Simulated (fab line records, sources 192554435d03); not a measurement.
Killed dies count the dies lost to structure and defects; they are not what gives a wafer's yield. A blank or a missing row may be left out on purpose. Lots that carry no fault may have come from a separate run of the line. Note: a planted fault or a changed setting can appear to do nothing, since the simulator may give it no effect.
fab line records	flow n5_finfet
record: lots: 7	wafers: 39
route steps=1938 shown FIN_SAQP@120 DUMMY_GATE@246 GATE_CUT@469 MOL_CONTACT_COAG@610
start_h: the number of hours between the record's first day and the start of the first shown wafer of the lot	wait_h: time in hours since the lot's previous step	" the same as in the row above	L1.1+2: a single row standing in for several wafers	- either no value or no given start	* or withheld: withheld	< > ~ a bound
route shown NAME@n: names a module that has steps shown in the file, with the first one's number in the route	usual: mean and standard deviation over wafers with no fault	same: alike in all rows	chamber/n: place in a boat	sites: each site's reading	_std_site: their standard deviation	_edge_site: mean of outer sites minus mean of inner sites	radius_mm: how far each site lies from the wafer's centre	mask NAME#n: copy n	behind: the last tool/chamber to shape the wafer	hold: cause of the lot's hold/its duration in hours/its outcome	device: names the non-switching transistor (n, p or np)	end of line: the tests these same wafers got at the end of their route	a step with no rows: only its recipe	killed: dies lost to structure and defects at the first sort, not the wafer's yield	map: the dies of a wafer, with x for killed, . for not killed, _ for no die there
set.NAME: the run value of the setting; set.NAME@STEP: its run value at that earlier step	model.NAME: the simulator's own value behind a step, which no gauge read
lots with deliberately changed settings; one table per step, one row per wafer
== steps ==
step: N5_FIN_SAQP_MANDREL_ETCH_22
recipe: target_depth_a: 600	chemistry: HBr/Cl2	target: a-Si	stop_on: SiNx	bt_time_s: 10	over_etch_frac: 0.5	time_s: 30	pressure_mtorr: 10	icp_w: 800	bias_w: 75	HBr_flow_sccm: 150	Cl2_flow_sccm: 80	ends: end_point
lot.wafer	tool	chamber	start_h	wait_h	set.target_depth_a	model.SOC_of_FIN_SAQP_COAT_49.thk_nm
L075.1	rie_si-04	3	28.64	0.0	649.4	73.84
L075.2	"	0	"	"	600	75.77
L075.3	"	2	"	"	600	76.5
L075.4	"	1	"	"	600	76.23
L075.5	"	0	"	"	649.4	73.82
L075.6	"	1	"	"	649.4	74.33
L080.1+4	rie_si-02	3,1	58.03	0.0	548.1	77.72
L080.2	"	0	"	"	600	75.41
L080.3	"	2	"	"	600	75.34
L080.5	"	1	"	"	600	75.4
L080.6	"	2	"	"	548.1	77.52
L082.1	rie_si-04	1	71.71	0.0	675.5	73.44
L082.2	"	0	"	"	675.5	72.96
L082.3	"	3	"	"	675.5	73.07
L082.4	"	2	"	"	600	76.91
L082.5	"	1	"	"	600	76.11
L082.6	"	0	"	"	600	76.26
L087.1	rie_si-05	2	101.26	0.0	529.2	79.54
L087.2	"	3	"	"	529.2	78.96
L087.3	"	0	"	"	529.2	79.7
L087.4	"	0	"	"	600	77.09
L087.5	"	2	"	"	600	76.84
L087.6	"	3	"	"	600	75.84
L090.1	rie_si-02	0	119.74	0.0	600	76.38
L090.4	"	3	"	"	600	76.11
L090.5	"	3	"	"	600	76.35
L091.1	rie_si-05	2	125.61	0.0	600	76.12
L091.2	"	1	"	"	600	75.86
L091.3	"	3	"	"	600	75.82
L091.4	"	0	"	"	600	76.52
L091.5	"	1	"	"	600	75.81
L091.6	"	2	"	"	600	76.15
L092.1	rie_si-05	2	129.57	0.0	600	76.55
L092.2	"	3	"	"	636.1	74.24
L092.3	"	1	"	"	636.1	74.58
L092.4	"	0	"	"	600	75.79
L092.5	"	2	"	"	600	76.41
L092.6	"	3	"	"	636.1	73.86
step: N5_DUMMY_GATE_ETCH_32
recipe: chemistry: CF4	target: SiO2	target_depth_a: 35	time_s: 3.9	ion_energy_ev: 350	pressure_mtorr: 10	icp_w: 800	bias_w: 400	cf4_flow_sccm: 80
lot.wafer	tool	chamber	start_h	wait_h	set.time_s	model.etch.depth_nm
L075.1	rie_si-06	3	53.45	0.1	4.234	3.792
L075.2	"	2	"	"	3.9	3.651
L075.3	"	1	"	"	3.9	3.488
L075.4	"	0	"	"	4.234	3.771
L075.5	"	2	"	"	4.234	3.982
L075.6	"	1	"	"	3.9	3.466
L080.1	rie_si-06	2	83.65	0.1	3.108	2.922
L080.2	"	1	"	"	3.108	2.794
L080.3	"	0	"	"	3.9	3.486
L080.4	"	3	"	"	3.9	3.478
L080.5	"	0	"	"	3.9	3.513
L080.6	"	3	"	"	3.108	2.771
L082.1	rie_si-01	2	98.53	0.1	3.9	3.453
L082.2	"	3	"	"	3.9	3.49
L082.3	"	0	"	"	3.9	3.412
L082.4	"	1	"	"	3.9	3.474
L082.5	"	2	"	"	3.9	3.477
L082.6	"	1	"	"	3.9	3.475
L087.1	rie_si-01	2	126.80	0.1	4.142	3.735
L087.2	"	1	"	"	3.9	3.514
L087.3	"	0	"	"	4.142	3.641
L087.4	"	3	"	"	3.9	3.53
L087.5	"	1	"	"	3.9	3.497
L087.6	"	2	"	"	4.142	3.725
L090.1	rie_si-01	0	145.28	0.2	3.9	3.466
L090.4	"	1	"	"	3.9	3.509
L090.5	"	2	"	"	3.9	3.537
L091.1	rie_si-06	2	153.00	0.1	3.9	3.646
L091.2	"	1	"	"	3.9	3.518
L091.3+5	"	3,0	"	"	3.227	2.868
L091.4	"	0	"	"	3.227	2.869
L091.6	"	3	"	"	3.9	3.462
L092.1	rie_si-03	1	155.64	0.1	3.9	3.393
L092.2	"	0	"	"	3.9	3.616
L092.3	"	2	"	"	3.9	3.467
L092.4	"	3	"	"	3.9	3.491
L092.5	"	3	"	"	3.9	3.482
L092.6	"	0	"	"	3.9	3.655
step: N5_GATE_CUT_ETCH_58
recipe: chemistry: CH3F/O2	target: SiNx	target_depth_a: 170	time_s: 128.6	ion_energy_ev: 50	pressure_mtorr: 30	source_w: 415	bias_w: 21	Ar_flow_sccm: 150	CH3F_flow_sccm: 30	O2_flow_sccm: 20
usual: rf_vpp_V: 99.2/0.97
lot.wafer	tool	chamber	start_h	wait_h	set.bias_w	rf_vpp_V	model.etch.depth_nm
L075.1	rie_diel-02	2	90.05	0.0	21	100.1	16.7
L075.2	"	1	"	"	19.67	95.0	16.13
L075.3	"	3	"	"	19.67	95.1	16.08
L075.4	"	0	"	"	21	98.4	17.15
L075.5	"	2	"	"	19.67	95.3	16.12
L075.6	"	1	"	"	21	96.8	16.7
L080.1	rie_diel-04	3	117.94	0.3	24.47	109.1	17.71
L080.2	"	0	"	"	21	99.5	17.04
L080.3	"	2	"	"	24.47	110.1	18.13
L080.4	"	1	"	"	24.47	110.7	17.75
L080.5	"	1	"	"	21	99.9	16.72
L080.6	"	2	"	"	21	99.9	16.87
L082.1	rie_diel-05	1	131.06	0.0	17.72	88.7	15.94
L082.2	"	0	"	"	21	100.0	17
L082.3	"	2	"	"	17.72	88.4	15.82
L082.4	"	3	"	"	21	99.9	16.82
L082.5	"	1	"	"	21	98.9	17.18
L082.6	"	2	"	"	17.72	88.4	15.7
L087.1	rie_diel-04	1	161.46	0.4	21	100.7	16.7
L087.2	"	3	"	"	21	100.1	16.79
L087.3	"	0	"	"	21	100.6	17.26
L087.4	"	2	"	"	21	99.4	16.97
L087.5	"	3	"	"	21	100.4	16.84
L087.6	"	0	"	"	21	99.6	17.21
L090.1	rie_diel-04	1	177.99	0.0	21	100.0	16.56
L090.4	"	2	"	"	21	100.1	16.86
L090.5	"	3	"	"	21	100.5	16.71
L091.1	rie_diel-05	0	185.98	0.0	21	98.4	17.19
L091.2	"	3	"	"	21	96.9	16.64
L091.3	"	1	"	"	21	99.0	17.03
L091.4	"	2	"	"	21	100.7	17.24
L091.5	"	3	"	"	21	97.8	16.7
L091.6	"	0	"	"	21	100.1	17.06
L092.1	rie_diel-05	0	187.98	0.0	21	98.7	17.02
L092.2	"	1	"	"	21	99.5	16.96
L092.3	"	2	"	"	21	100.3	17.05
L092.4	"	3	"	"	21	98.7	16.52
L092.5	"	3	"	"	21	99.9	16.7
L092.6	"	2	"	"	21	99.3	16.96
step: N5_MOL_CONTACT_COAG_ETCH_67
recipe: chemistry: N2/H2	target: SOC	target_depth_a: 600	overetch_a: 210	mask_material: SiARC	temp_c: 40	time_s: 101.2	ion_energy_ev: 200	pressure_mtorr: 30	source_w: 840	bias_w: 150	n2_flow_sccm: 200	h2_flow_sccm: 200
usual: rf_vpp_V: 524.4/1.7
lot.wafer	tool	chamber	start_h	wait_h	set.source_w	rf_vpp_V
L075.1	rie_diel-01	0	108.52	0.0	769.1	542.0
L075.2	"	3	"	"	840	523.4
L075.3	"	2	"	"	769.1	538.1
L075.4	"	1	"	"	769.1	541.4
L075.5	"	3	"	"	840	523.3
L075.6	"	0	"	"	840	527.1
L080.1	rie_diel-03	3	137.18	0.0	840	523.0
L080.2	"	2	"	"	989.1	498.7
L080.3	"	1	"	"	989.1	494.1
L080.4	"	1	"	"	840	522.0
L080.5	"	3	"	"	840	523.7
L080.6	"	2	"	"	989.1	498.0
L082.1	rie_diel-03	0	152.59	0.0	749	546.9
L082.2	"	2	"	"	840	527.3
L082.3	"	1	"	"	840	522.4
L082.4	"	2	"	"	749	545.0
L082.5	"	1	"	"	749	543.7
L082.6	"	0	"	"	840	525.4
L087.1	rie_diel-03	3	181.47	0.0	920.5	506.2
L087.2	"	2	"	"	840	524.1
L087.3	"	0	"	"	840	525.5
L087.4	"	1	"	"	920.5	507.0
L087.5	"	2	"	"	920.5	508.6
L087.6	"	3	"	"	840	522.0
L090.1	rie_diel-03	0	198.69	0.0	840	524.6
L090.4	"	1	"	"	840	522.2
L090.5	"	1	"	"	840	523.0
L091.1	rie_diel-01	3	205.07	0.0	757.1	541.0
L091.2	"	1	"	"	840	524.6
L091.3	"	2	"	"	840	521.4
L091.4	"	0	"	"	757.1	544.9
L091.5	"	1	"	"	757.1	542.4
L091.6	"	2	"	"	840	524.1
L092.1	rie_diel-03	3	205.79	0.0	840	522.8
L092.2	"	1	"	"	840	523.6
L092.3	"	0	"	"	710.4	555.3
L092.4	"	2	"	"	710.4	556.0
L092.5	"	2	"	"	840	525.2
L092.6	"	1	"	"	710.4	551.2
== key ==
split: step: N5_FIN_SAQP_MANDREL_ETCH_22	setting: target_depth_a	stated: 600	by: wafer
response: step: N5_FIN_SAQP_MANDREL_ETCH_22	reading: model.SOC_of_FIN_SAQP_COAT_49.thk_nm	change: -0.26	per: 1%	r: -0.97
split: step: N5_DUMMY_GATE_ETCH_32	setting: time_s	stated: 3.9	by: wafer
response: step: N5_DUMMY_GATE_ETCH_32	reading: model.etch.depth_nm	change: +0.0352	per: 1%	r: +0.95
split: step: N5_GATE_CUT_ETCH_58	setting: bias_w	stated: 21	by: wafer
response: step: N5_GATE_CUT_ETCH_58	reading: rf_vpp_V	change: +0.652	per: 1%	r: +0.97
response: step: N5_GATE_CUT_ETCH_58	reading: model.etch.depth_nm	change: +0.0708	per: 1%	r: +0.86
split: step: N5_MOL_CONTACT_COAG_ETCH_67	setting: source_w	stated: 840	by: wafer
response: step: N5_MOL_CONTACT_COAG_ETCH_67	reading: rf_vpp_V	change: -1.75	per: 1%	r: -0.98
